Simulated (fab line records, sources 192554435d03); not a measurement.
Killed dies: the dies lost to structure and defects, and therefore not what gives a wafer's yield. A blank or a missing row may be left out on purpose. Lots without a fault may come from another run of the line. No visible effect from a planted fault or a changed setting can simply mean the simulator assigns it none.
Which of the tools did it? + flow n5-finfet + Sampling: 11 lots, 33 wafers, 6 of 1938 route steps

## WHAT THE GAUGES READ, wafer by wafer
N5_BEOL_M12_RS_MEAS_54: measures by four-point-probe. Usual: M12_RS gives 0.0605 ohm/sq (standard deviation 0.001).
| lot  | measured     | on            | M12_RS (ohm/sq)      | flag |
|------|--------------|---------------|----------------------|------|
| L917 | day 10 20:01 | film-metro-02 | 0.0599 0.0592 0.0603 |      |
| L919 | day 11 15:51 | film-metro-01 | 0.0599 0.0601 0.0592 |      |
| L920 | day 11 16:10 | film-metro-01 | 0.0600 0.0598 0.0588 |      |
| L918 | day 12 01:32 | film-metro-02 | 0.0615 0.0609 0.0609 |      |
| L923 | day 13 06:04 | film-metro-02 | 0.0599 0.0621 0.0599 |      |
| L925 | day 13 11:35 | film-metro-02 | 0.0611 0.0594 0.0593 |      |
| L922 | day 13 12:26 | film-metro-01 | 0.0608 0.0614 0.0593 |      |
| L933 | day 15 05:53 | film-metro-01 | 0.0608 0.0597 0.0597 |      |
| L936 | day 16 12:29 | film-metro-02 | 0.0592 0.0604 0.0595 |      |
| L938 | day 17 03:28 | film-metro-01 | 0.0584 0.0620 0.0604 |      |
| L939 | day 17 09:26 | film-metro-02 | 0.0601 0.0626 0.0585 |      |

N5_BEOL_M12_INSPECT_55: inspects for defects (darkfield). Usual: raw-defect-count reads 68 (standard deviation 26).
| lot  | measured     | on                | raw-defect-count | flag |
|------|--------------|-------------------|------------------|------|
| L917 | day 10 20:02 | defect-inspect-01 | 57 133 68        |      |
| L919 | day 11 15:53 | defect-inspect-01 | 41 48 34         |      |
| L920 | day 11 16:12 | defect-inspect-01 | 56 75 108        |      |
| L918 | day 12 01:34 | defect-inspect-01 | 56 28 85         |      |
| L923 | day 13 06:05 | defect-inspect-01 | 874 902 890      | OFF  |
| L925 | day 13 11:37 | defect-inspect-02 | 842 865 843      | OFF  |
| L922 | day 13 12:28 | defect-inspect-01 | 862 867 907      | OFF  |
| L933 | day 15 05:55 | defect-inspect-01 | 102 76 57        |      |
| L936 | day 16 12:31 | defect-inspect-02 | 29 55 40         |      |
| L938 | day 17 03:29 | defect-inspect-01 | 50 60 63         |      |
| L939 | day 17 09:28 | defect-inspect-01 | 61 122 88        |      |

N5_BEOL_M13_THK_MEAS_01. Usual: M13_ILD_THK gives 836 nm (standard deviation 11).
| lot  | measured     | on            | M13_ILD_THK (nm) | flag |
|------|--------------|---------------|------------------|------|
| L917 | day 10 20:13 | film-metro-02 | 836 819 841      |      |
| L919 | day 11 16:07 | film-metro-01 | 853 856 853      |      |
| L920 | day 11 16:23 | film-metro-02 | 836 838 844      |      |
| L918 | day 12 01:46 | film-metro-01 | 827 838 848      |      |
| L923 | day 13 06:17 | film-metro-01 | 822 828 836      |      |
| L925 | day 13 11:47 | film-metro-02 | 835 846 848      |      |
| L922 | day 13 12:39 | film-metro-02 | 807 818 823      |      |
| L933 | day 15 06:06 | film-metro-02 | 811 827 839      |      |
| L936 | day 16 12:42 | film-metro-01 | 833 838 835      |      |
| L938 | day 17 03:41 | film-metro-01 | 822 832 840      |      |
| L939 | day 17 09:40 | film-metro-01 | 821 811 841      |      |

N5_BEOL_M13_INSPECT_12: inspects for defects (macro). Usual: raw-defect-count reads 2.1 (standard deviation 1.3).
| lot  | measured     | on                | raw-defect-count | flag |
|------|--------------|-------------------|------------------|------|
| L917 | day 10 20:42 | defect-inspect-02 | 2 1 3            |      |
| L919 | day 11 16:36 | defect-inspect-01 | 2 1 3            |      |
| L920 | day 11 16:52 | defect-inspect-02 | 2 4 1            |      |
| L918 | day 12 02:14 | defect-inspect-02 | 3 4 3            |      |
| L923 | day 13 06:38 | defect-inspect-02 | >300 >300 >300   | OFF  |
| L925 | day 13 12:09 | defect-inspect-01 | >300 >300 >300   | OFF  |
| L922 | day 13 13:08 | defect-inspect-01 | >300 >300 >300   | OFF  |
| L933 | day 15 06:35 | defect-inspect-01 | 1 3 0            |      |
| L936 | day 16 13:11 | defect-inspect-02 | 2 3 2            |      |
| L938 | day 17 04:02 | defect-inspect-02 | 4 2 1            |      |
| L939 | day 17 10:08 | defect-inspect-01 | 1 4 1            |      |

## WHICH TOOL RAN EACH LOT (tool, then ch and the chambers of the sampled wafers, then the start)
| lot  | N5_BEOL_M12_PRE_CLEAN_52        | N5_BEOL_M13_ILD_DEP_00          |
|------|---------------------------------|---------------------------------|
| L917 | pecvd-01 ch 0,1,2, day 10 19:55 | pecvd-04 ch 0,2, day 10 20:04   |
| L919 | pecvd-01 ch 0,1,2, day 11 15:46 | pecvd-04 ch 0,2, day 11 15:55   |
| L920 | pecvd-02 ch 0,1, day 11 16:05   | pecvd-03 ch 0,1, day 11 16:14   |
| L918 | pecvd-01 ch 0,1,2, day 12 01:27 | pecvd-04 ch 0,1,2, day 12 01:36 |
| L923 | pecvd-01 ch 0,1, day 13 05:59   | pecvd-03 ch 1,2, day 13 06:08   |
| L925 | pecvd-01 ch 0,1, day 13 11:29   | pecvd-03 ch 0,2, day 13 11:38   |
| L922 | pecvd-01 ch 0,1,2, day 13 12:21 | pecvd-04 ch 0,1,2, day 13 12:30 |
| L933 | pecvd-02 ch 1,2, day 15 05:48   | pecvd-03 ch 0,1,2, day 15 05:57 |
| L936 | pecvd-01 ch 0,1,2, day 16 12:24 | pecvd-03 ch 0,2, day 16 12:33   |
| L938 | pecvd-01 ch 0,1,2, day 17 03:23 | pecvd-04 ch 0,1,2, day 17 03:32 |
| L939 | pecvd-01 ch 0,2, day 17 09:21   | pecvd-01 ch 0,1,2, day 17 09:30 |
- N5_BEOL_M12_PRE_CLEAN_52: time 15 s.
- N5_BEOL_M13_ILD_DEP_00: deposits SiOC from DEMS/O2, target thk 837.92 nm, time 166.4 s.

## WHAT THE TOOLS THEMSELVES READ (means of the sampled wafers that have a number; where no wafer has one, the mark that the record gives instead)
N5_BEOL_M13_ILD_DEP_00. Usual: heater-power-w 433 W, standard deviation 71; showerhead-plenum-p-Torr 5.691 Torr, standard deviation 0.015; throttle-valve-pct 11.9 %, standard deviation 0.63.
| lot  | tool     | heater-power-w (W) | showerhead-plenum-p-Torr (Torr) | throttle-valve-pct (%) | flag |
|------|----------|--------------------|---------------------------------|------------------------|------|
| L917 | pecvd-04 | 357                | 5.669                           | 11.0                   |      |
| L919 | pecvd-04 | 354                | 5.691                           | 11.3                   |      |
| L920 | pecvd-03 | 446                | 5.695                           | 12.0                   |      |
| L918 | pecvd-04 | 437                | 5.682                           | 11.8                   |      |
| L923 | pecvd-03 | 393                | 5.708                           | 11.4                   |      |
| L925 | pecvd-03 | 449                | 5.693                           | 11.6                   |      |
| L922 | pecvd-04 | 457                | 5.678                           | 11.7                   |      |
| L933 | pecvd-03 | 445                | 5.698                           | 11.8                   |      |
| L936 | pecvd-03 | 461                | 5.702                           | 11.6                   |      |
| L938 | pecvd-04 | 417                | 5.678                           | 11.9                   |      |
| L939 | pecvd-01 | 485                | 5.692                           | 12.3                   |      |

## THE ANSWER, worked out from the rows above alone
Rule: a lot counts as off when the mean over its wafers that have a number is more than 3 standard deviations away from the usual mean. A lot without any number at a reading at which 4 lots or more have one is off too. Where the step has rows for the other lots, those lots are counted as sound. Order of review: gauges by route order, followed by the tools' own readings, for which a lot's mean as printed above is used. The first step at which some lot is off is used, and at that step the reading that is off furthest; a lot without a number counts as furthest.
Off: L923, L925, L922, at N5_BEOL_M12_INSPECT_55 (raw-defect-count).
If a tool, at a process step before that reading, ran all the lots that are off and no sound lot after the first of them, it fits. Gauges at N5_BEOL_M12_INSPECT_55: tried the same way as those tools. Not one of the candidates tried fits.

## WHAT HAD BEEN PUT IN BY THE SIMULATOR
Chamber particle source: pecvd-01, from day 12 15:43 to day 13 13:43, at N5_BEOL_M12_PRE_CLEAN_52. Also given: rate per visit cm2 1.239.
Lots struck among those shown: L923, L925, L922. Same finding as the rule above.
